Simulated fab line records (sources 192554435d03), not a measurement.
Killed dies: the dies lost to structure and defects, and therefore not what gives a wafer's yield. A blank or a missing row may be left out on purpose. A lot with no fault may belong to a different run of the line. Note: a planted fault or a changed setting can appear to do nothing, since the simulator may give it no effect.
8D (eight disciplines) problem report, filled in by code | flow n5_finfet | the parts of the form that need people (team, actions taken, sign-off) are left out

== 1. THE PROBLEM ==
etch_rf_on_time_s at N5_HKMG_FIN_ETCH_54 reads a mean of 92.9 s on 3 wafers of 3 lots; wafers without a fault read 75.1 s with a standard deviation of 2.4. Relative to the usual mean, that is a shift of +7.4 standard deviations.
The step: etches SiARC in CF4, target depth 45.5 nm, time 75.8 s.
Earliest sighting: wafer L829.1 on rie_diel-05 at day 6 18:36. At this step, 25 wafers from 9 lots have a number in the record. By rule, "out" or "out of limits" means more than 4 standard deviations away from the usual mean. Any other wafer with a number is counted as sound.

== 2. WHAT IT IS; WHAT IT IS NOT ==
question                    | is                     | is not
which readings at this step | etch_rf_on_time_s      | drypump_motor_current_A, oes_product_au, rf_vpp_V, showerhead_plenum_p_Torr, throttle_valve_pct
which lots                  | L829, L831, L833       | L819, L820, L821, L837, L838, L841
which wafers of those lots  | L829.1, L831.1, L833.1 | L829.5, L831.5, L833.5, L833.6
read on which tools         | rie_diel-05            | rie_diel-04, rie_diel-06
when                        | from day 6 18:36       | up to then (10 sound wafers); but 12 sound wafers of L831, L833, L837, L838, L841 came after

== 3. SUSPECTS, AND WHAT RULES EACH OUT ==
Counting: any tool at a process step up to the reading remains a suspect provided it ran every lot that is out. Sound lots after the first of them don't rule it out here, since some wafers of a struck lot are sound.
- rie_diel-05 at N5_HKMG_FIN_DESCUM_53 (chemistry O2, time 7.9 s): kept. Ran every lot that is out, first one L829 (day 6 18:34); last sound lot up to then L821 (day 4 17:19).
- rie_diel-05 at N5_HKMG_FIN_ETCH_54 (etches SiARC in CF4, target depth 45.5 nm, time 75.8 s): kept. Ran every lot that is out, first one L829 (day 6 18:36); last sound lot up to then L821 (day 4 17:22). Its own etch_rf_on_time_s readings are out on those wafers.
Left after counting: rie_diel-05 at N5_HKMG_FIN_DESCUM_53, rie_diel-05 at N5_HKMG_FIN_ETCH_54.

== 4. THE CAUSE (what the simulator had put in) ==
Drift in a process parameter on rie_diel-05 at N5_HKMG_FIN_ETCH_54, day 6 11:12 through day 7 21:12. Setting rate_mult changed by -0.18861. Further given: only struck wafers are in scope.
Counting left 2 suspects, and this tool is among them.

== 5. THE EFFECT CHAIN, in route order ==
Each row: a reading where the mean over the struck wafers with a number is more than 3 standard deviations away from the usual. Scope: only readings with a usual standard deviation given in the record; hours: median across lots of the time from each lot's start at the first step in this table that gives one to its start at this step; sigmas: change in usual standard deviations.
hours | step                | reading           | usual  | on struck wafers | change | sigmas
0     | N5_HKMG_FIN_ETCH_54 | etch_rf_on_time_s | 75.1 s | 92.9             | +17.8  | +7.4
The process steps in it:
- N5_HKMG_FIN_ETCH_54: etches SiARC in CF4, target depth 45.5 nm, time 75.8 s.
At these later measuring or inspecting steps, every struck wafer for which the step has a row has a number for every such reading, and none has moved that far: N5_BEOL_M4_RC_MEAS_101.

== 6. HOW IT WOULD HAVE BEEN CAUGHT EARLIER ==
In this record no reading fell out of limits until day 6 18:36, 7 hours after the fault had begun at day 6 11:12.
